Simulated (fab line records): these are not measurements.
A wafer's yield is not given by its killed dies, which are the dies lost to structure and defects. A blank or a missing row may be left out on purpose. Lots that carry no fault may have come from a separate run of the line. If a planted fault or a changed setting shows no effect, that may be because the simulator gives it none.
A struck lot beside a sound one | flow nand_harc | 42 steps out of a route of 1159
Sound: wafers L310.1, L310.5, L310.6. Struck: wafer L318.1. (L318.3, L318.4 of the same lot were not struck and are left out.) The cause comes at the end.
Per side, at each step with rows, come the tool, then ch with its chambers, and then its first start. Under that, the readings that differ: sound wafers | struck wafers | difference of the means | sigmas: that difference in standard deviations of wafers without a fault.
alike: same words and numbers on both sides, and readings whose means sit less than 2 such deviations apart. not compared: any withheld reading, any reading some wafer has no value for, any bound like >300 that may hide the same value, and any number with overlapping values for which the record gives no deviation.
A row with sigmas, a row that says differs or no value, or rows on one side alone: a step with any of these is where the two part. Numbers that don't overlap but have no deviation are shown without sigmas and don't part them. Lack of a reading on every wafer of one side parts them only where that side has two or more wafers.

first, 11 steps without rows for these wafers: NHARC_P_ZERO_WELL_COAT_64 (time 65 s); NHARC_P_ZERO_WELL_COAT_05 (resist thk 600 nm); NHARC_P_ZERO_WELL_SOFTBAKE_06 (time 70 s); NHARC_P_ZERO_WELL_EBR_07; NHARC_P_ZERO_WELL_EXPOSE_08 (exposes mask P ZERO, target cd 500 nm); NHARC_P_ZERO_WELL_PEB_09 (peb time 80 s); NHARC_P_ZERO_WELL_DEVELOP_10 (time 50 s); NHARC_P_ZERO_WELL_HARDBAKE_12 (time 65 s); NHARC_P_ZERO_WELL_DESCUM_13 (chemistry O2, time 3 s); NHARC_P_ZERO_WELL_ETCH_65 (etches the open film in N2/H2, target depth 80 nm, overetch 24 nm, time 87.88 s); NHARC_P_ZERO_WELL_ETCH_62 (etches the open film in CHF3/Ar, target depth 13 nm, time 6.5 s).
NHARC_P_ZERO_WELL_ETCH_63: etches the open film in HBr/Cl2, target depth 120 nm, time 40.1 s.
  sound on rie_si-04 ch 0,2,3, day 1 19:51; struck on rie_si-04 ch 2, day 3 19:41
  alike: chamber_pressure_mTorr, drypump_motor_current_A, oes_product_au, throttle_valve_pct
  not compared: rf_hours_counter_h
then, 27 steps without rows for these wafers: NHARC_P_ZERO_WELL_STRIP_15 (strips in SPM, time 900 s); NHARC_P_ZERO_WELL_DEHYDRATE_16 (time 120 s); NHARC_P_ZERO_WELL_HMDS_17 (time 30 s); NHARC_P_ZERO_WELL_COAT_18; NHARC_P_ZERO_WELL_SOFTBAKE_19 (time 95 s); NHARC_P_ZERO_WELL_EBR_20; NHARC_P_ZERO_WELL_EXPOSE_21 (exposes mask P NWELL, target cd 720 nm); NHARC_P_ZERO_WELL_PEB_22 (peb time 85 s); NHARC_P_ZERO_WELL_DEVELOP_23 (time 70 s); NHARC_P_ZERO_WELL_HARDBAKE_25 (time 80 s); NHARC_P_ZERO_WELL_DESCUM_26 (chemistry O2, time 3 s); NHARC_P_ZERO_WELL_IMPLANT_27; NHARC_P_ZERO_WELL_IMPLANT_57; NHARC_P_ZERO_WELL_IMPLANT_58; NHARC_P_ZERO_WELL_STRIP_28 (strips in SPM, time 840 s); NHARC_P_ZERO_WELL_DEHYDRATE_29 (time 120 s); NHARC_P_ZERO_WELL_HMDS_30 (time 30 s); NHARC_P_ZERO_WELL_COAT_31; NHARC_P_ZERO_WELL_SOFTBAKE_32 (time 95 s); NHARC_P_ZERO_WELL_EBR_33; NHARC_P_ZERO_WELL_EXPOSE_34 (exposes mask P PWELL, target cd 720 nm); NHARC_P_ZERO_WELL_PEB_35 (peb time 85 s); NHARC_P_ZERO_WELL_DEVELOP_36 (time 70 s); NHARC_P_ZERO_WELL_HARDBAKE_38 (time 80 s); NHARC_P_ZERO_WELL_DESCUM_39 (chemistry O2, time 3 s); NHARC_P_ZERO_WELL_IMPLANT_40; NHARC_P_ZERO_WELL_IMPLANT_59.
NHARC_P_ZERO_WELL_INSPECT_43:
  sound: defect_inspect-02 at day 2 01:46; struck: defect_inspect-02 at day 4 01:44
  reading          | sound    | struck | difference | sigmas
  raw_defect_count | 15 18 22 | 257    | +239       | +41
NHARC_P_STI_INSPECT_11:
  sound: defect_inspect-02 at day 2 15:18; struck: defect_inspect-02 at day 4 17:06
  reading          | sound | struck | difference | sigmas
  raw_defect_count | 5 7 6 | 239    | +233       | +83
-- record jumps: 17 days between struck wafers' starts before vs after; left off in module P_STI, resumes in module END, first step shown is number 1159 of the route --
NHARC_END_SORT_01:
  sound on prober-02 ch 0, day 20 02:08; struck on prober-01 ch 0, day 21 08:50
  reading             | sound    | struck | difference | sigmas
  killed_at_periphery | 5 0 3    | 35     | +32        | +19
  killed_dies         | 32 33 40 | 60     | +25        | +3
  alike: killed_at_array, killed_at_other, killed_open, killed_short

## WHERE THEY PART
Earliest at NHARC_P_ZERO_WELL_INSPECT_43; latest, in this record, at NHARC_END_SORT_01.

WHY: whatever the simulator had introduced
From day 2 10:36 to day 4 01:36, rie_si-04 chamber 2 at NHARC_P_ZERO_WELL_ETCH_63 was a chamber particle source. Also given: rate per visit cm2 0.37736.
